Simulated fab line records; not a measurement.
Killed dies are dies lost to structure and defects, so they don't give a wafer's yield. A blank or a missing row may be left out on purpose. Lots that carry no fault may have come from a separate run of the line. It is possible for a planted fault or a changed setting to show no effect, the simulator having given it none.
Matching of chambers || flow n5 finfet || 4 sister chambers for N5_BEOL_M3_STRIP_36 on rie diel-04
The step strips in N2/H2. 22 wafers are shown with their chamber, then 11 later ones without.

WAFERS, EACH WITH ITS CHAMBER
{"wafer": "L077.4", "chamber": 2, "showerhead plenum p Torr (Torr)": 2.66, "drypump motor current A (A)": 5.2, "throttle valve pct (%)": 23.95}
{"wafer": "L077.5", "chamber": 3, "showerhead plenum p Torr (Torr)": 2.50, "drypump motor current A (A)": 5.7, "throttle valve pct (%)": 23.93}
{"wafer": "L077.6", "chamber": 2, "showerhead plenum p Torr (Torr)": 2.66, "drypump motor current A (A)": 5.3, "throttle valve pct (%)": 23.98}
{"wafer": "L083.2", "chamber": 2, "showerhead plenum p Torr (Torr)": 2.65, "drypump motor current A (A)": 5.3, "throttle valve pct (%)": 24.01}
{"wafer": "L083.3", "chamber": 0, "showerhead plenum p Torr (Torr)": 2.49, "drypump motor current A (A)": 5.8, "throttle valve pct (%)": 23.47}
{"wafer": "L083.6", "chamber": 3, "showerhead plenum p Torr (Torr)": 2.50, "drypump motor current A (A)": 5.7, "throttle valve pct (%)": 23.93}
{"wafer": "L084.1", "chamber": 2, "showerhead plenum p Torr (Torr)": 2.65, "drypump motor current A (A)": 5.2, "throttle valve pct (%)": 24.00}
{"wafer": "L084.3", "chamber": 3, "showerhead plenum p Torr (Torr)": 2.50, "drypump motor current A (A)": 5.6, "throttle valve pct (%)": 23.91}
{"wafer": "L084.4", "chamber": 0, "showerhead plenum p Torr (Torr)": 2.49, "drypump motor current A (A)": 5.8, "throttle valve pct (%)": 23.46}
{"wafer": "L085.1", "chamber": 3, "showerhead plenum p Torr (Torr)": 2.49, "drypump motor current A (A)": 5.7, "throttle valve pct (%)": 23.90}
{"wafer": "L085.4", "chamber": 2, "showerhead plenum p Torr (Torr)": 2.65, "drypump motor current A (A)": 5.3, "throttle valve pct (%)": 24.01}
{"wafer": "L085.6", "chamber": 0, "showerhead plenum p Torr (Torr)": 2.49, "drypump motor current A (A)": 5.8, "throttle valve pct (%)": 23.49}
{"wafer": "L086.2", "chamber": 3, "showerhead plenum p Torr (Torr)": 2.49, "drypump motor current A (A)": 5.7, "throttle valve pct (%)": 23.99}
{"wafer": "L086.4", "chamber": 0, "showerhead plenum p Torr (Torr)": 2.49, "drypump motor current A (A)": 5.7, "throttle valve pct (%)": 23.48}
{"wafer": "L086.5", "chamber": 3, "showerhead plenum p Torr (Torr)": 2.50, "drypump motor current A (A)": 5.7, "throttle valve pct (%)": 23.94}
{"wafer": "L090.2", "chamber": 1, "showerhead plenum p Torr (Torr)": 2.72, "drypump motor current A (A)": 6.3, "throttle valve pct (%)": 23.75}
{"wafer": "L090.4", "chamber": 1, "showerhead plenum p Torr (Torr)": 2.72, "drypump motor current A (A)": 6.3, "throttle valve pct (%)": 23.73}
{"wafer": "L090.6", "chamber": 2, "showerhead plenum p Torr (Torr)": 2.64, "drypump motor current A (A)": 5.2, "throttle valve pct (%)": 23.99}
{"wafer": "L088.2", "chamber": 0, "showerhead plenum p Torr (Torr)": 2.48, "drypump motor current A (A)": 5.8, "throttle valve pct (%)": 23.49}
{"wafer": "L088.3", "chamber": 1, "showerhead plenum p Torr (Torr)": 2.71, "drypump motor current A (A)": 6.3, "throttle valve pct (%)": 23.73}
{"wafer": "L088.6", "chamber": 2, "showerhead plenum p Torr (Torr)": 2.64, "drypump motor current A (A)": 5.2, "throttle valve pct (%)": 24.03}
{"wafer": "L092.1", "chamber": 1, "showerhead plenum p Torr (Torr)": 2.71, "drypump motor current A (A)": 6.3, "throttle valve pct (%)": 23.77}

SIGNATURES, as means of the wafers listed above
{"reading": "showerhead plenum p Torr", "chamber 0": 2.4880, "chamber 1": 2.7150, "chamber 2": 2.6500, "chamber 3": 2.4967, "scatter within a chamber": 0.0063}
{"reading": "drypump motor current A", "chamber 0": 5.780, "chamber 1": 6.300, "chamber 2": 5.243, "chamber 3": 5.683, "scatter within a chamber": 0.0431}
{"reading": "throttle valve pct", "chamber 0": 23.4780, "chamber 1": 23.7450, "chamber 2": 23.9957, "chamber 3": 23.9333, "scatter within a chamber": 0.0244}
Rule: a wafer's distance from a chamber is the root of the sum, over the readings, of the square of ((its reading less the chamber's mean) divided by the reading's scatter). The wafer belongs to the nearest chamber; if the next one is less than 2 further off, it can't be placed. The scatter: take each reading less its chamber's mean, square it, sum over the shown wafers, divide by the number of wafers less the number of chambers, and take the root.

WAFERS WHOSE CHAMBER IS MISSING
{"wafer": "L092.2", "showerhead plenum p Torr (Torr)": 2.64, "drypump motor current A (A)": 5.2, "throttle valve pct (%)": 24.02}
{"wafer": "L092.4", "showerhead plenum p Torr (Torr)": 2.64, "drypump motor current A (A)": 5.2, "throttle valve pct (%)": 24.02}
{"wafer": "L093.2", "showerhead plenum p Torr (Torr)": 2.48, "drypump motor current A (A)": 5.8, "throttle valve pct (%)": 23.50}
{"wafer": "L093.4", "showerhead plenum p Torr (Torr)": 2.64, "drypump motor current A (A)": 5.3, "throttle valve pct (%)": 24.04}
{"wafer": "L093.6", "showerhead plenum p Torr (Torr)": 2.71, "drypump motor current A (A)": 6.3, "throttle valve pct (%)": 23.72}
{"wafer": "L094.1", "showerhead plenum p Torr (Torr)": 2.48, "drypump motor current A (A)": 5.8, "throttle valve pct (%)": 23.50}
{"wafer": "L094.3", "showerhead plenum p Torr (Torr)": 2.71, "drypump motor current A (A)": 6.2, "throttle valve pct (%)": 23.74}
{"wafer": "L094.4", "showerhead plenum p Torr (Torr)": 2.71, "drypump motor current A (A)": 6.3, "throttle valve pct (%)": 23.75}
{"wafer": "L096.2", "showerhead plenum p Torr (Torr)": 2.49, "drypump motor current A (A)": 5.7, "throttle valve pct (%)": 23.53}
{"wafer": "L096.5", "showerhead plenum p Torr (Torr)": 2.64, "drypump motor current A (A)": 5.3, "throttle valve pct (%)": 24.03}
{"wafer": "L096.6", "showerhead plenum p Torr (Torr)": 2.71, "drypump motor current A (A)": 6.3, "throttle valve pct (%)": 23.74}

WHICH CHAMBER EACH ONE RAN IN
{"wafer": "L092.2", "from the rows above": 2, "in truth": 2}
{"wafer": "L092.4", "from the rows above": 2, "in truth": 2}
{"wafer": "L093.2", "from the rows above": 0, "in truth": 0}
{"wafer": "L093.4", "from the rows above": 2, "in truth": 2}
{"wafer": "L093.6", "from the rows above": 1, "in truth": 1}
{"wafer": "L094.1", "from the rows above": 0, "in truth": 0}
{"wafer": "L094.3", "from the rows above": 1, "in truth": 1}
{"wafer": "L094.4", "from the rows above": 1, "in truth": 1}
{"wafer": "L096.2", "from the rows above": 0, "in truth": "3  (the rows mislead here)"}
{"wafer": "L096.5", "from the rows above": 2, "in truth": 2}
{"wafer": "L096.6", "from the rows above": 1, "in truth": 1}
Correctly placed: 10 of 11. Can't be placed from these rows: 0. Wrongly placed: 1.
